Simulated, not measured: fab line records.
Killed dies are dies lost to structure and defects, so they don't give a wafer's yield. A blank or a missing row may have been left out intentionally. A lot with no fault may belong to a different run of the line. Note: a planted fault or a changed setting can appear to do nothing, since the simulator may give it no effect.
Lot-split experiment -- flow n5Finfet -- 7 lots, 21 wafers read, on a route of 1938 steps

ON THE SPLIT
At N5_BEOL_M5_DESCUM_16 (chemistry O2, time 7 s), the setting timeS was moved away from the recipe's 7 s on 7 of the 21 wafers read, by -21.1% to +19.0%. This setting was run at the recipe's value on the other wafers.

The reading is taken at the split's own step.

THE READING
CAR-EUV_of_BEOL_M5_COAT_05.thkNm (the simulator's own value, which no gauge read), in nm, at N5_BEOL_M5_DESCUM_16 (chemistry O2, time 7 s). The file does not state a usual value for it. The 14 wafers here that ran the recipe average 26.1 nm, standard deviation 0.16 nm.

wafer,"tool, chamber at the split","timeS as run, s",against the recipe,"CAR-EUV_of_BEOL_M5_COAT_05.thkNm, nm",against lot-mates on the recipe
L075.3,"rieDiel-06, 1",7,recipe,26,-
L075.4,"rieDiel-06, 3,1",8.26,+18.0%,25.4,-0.6
L075.5,"rieDiel-06, 3,1",8.26,+18.0%,25.4,-0.6
L076.1,"rieDiel-01, 2",7,recipe,26,-
L076.6,"rieDiel-01, 2",7,recipe,26,-
L076.4,"rieDiel-01, 1",7,recipe,26.2,-
L077.2,"rieDiel-02, 2",5.676,-18.9%,26.4,+0.5
L077.3,"rieDiel-02, 3",7,recipe,26,-
L077.6,"rieDiel-02, 0",7,recipe,25.8,-
L078.1,"rieDiel-02, 3",5.52,-21.1%,27,+0.7
L078.3,"rieDiel-02, 0",7,recipe,26.2,-
L078.5,"rieDiel-02, 3",7,recipe,26.4,-
L082.1,"rieDiel-06, 3",7.831,+11.9%,25.6,-0.4
L082.5,"rieDiel-06, 3",7.831,+11.9%,25.6,-0.4
L082.3,"rieDiel-06, 0",7,recipe,26,-
L089.2,"rieDiel-01, 2,3",7,recipe,26.2,-
L089.4,"rieDiel-01, 2,3",7,recipe,26.2,-
L089.6,"rieDiel-01, 0",8.332,+19.0%,25.4,-0.8
L090.2,"rieDiel-01, 1",7,recipe,26.4,-
L090.5,"rieDiel-01, 3,0",7,recipe,26.2,-
L090.6,"rieDiel-01, 3,0",7,recipe,26.2,-
If several chambers appear in one row, that row covers several wafers at once and the file leaves open which wafer was in which chamber.

FIT RESULTS
A straight line over all 21 wafers: CAR-EUV_of_BEOL_M5_COAT_05.thkNm changes by -0.0357 nm for each +1% of timeS; r = -0.91; the points scatter about the line by 0.17 nm.
The same after taking each lot's own level away (the mean of its wafers on the recipe; 21 wafers): -0.0334 nm for each +1%; r = -0.97; scatter 0.084 nm.
Per that fit: largest timeS move, reading shift of 0.71 nm.
The lots' own levels span 25.90 to 26.30 nm, that is 2.5 times the standard deviation above.
The two slopes are in agreement: the lot-to-lot level therefore moves the slope only a little.
Check: +0.687 nm against its lot-mates is what the line predicts for one of the wafers moved furthest among these (-21.1%) when that wafer is left out of the fit. Against them it came out at +0.7 nm.

OTHER SPLITS ON THESE WAFERS
Other splits were also applied to these wafers ahead of the reading. Each is held against what the fit with the lots' levels taken away leaves over:
other split on the same wafers,wafers away from the commonest value,r with CAR-EUV_of_BEOL_M5_COAT_05.thkNm (lot level and that fit taken away)
N5_BEOL_M4_TRENCH_ETCH_37 timeS,9,-0.03

FILE'S OWN FIT
CAR-EUV_of_BEOL_M5_COAT_05.thkNm changes by -0.0337 nm for each +1% of timeS, r = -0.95.
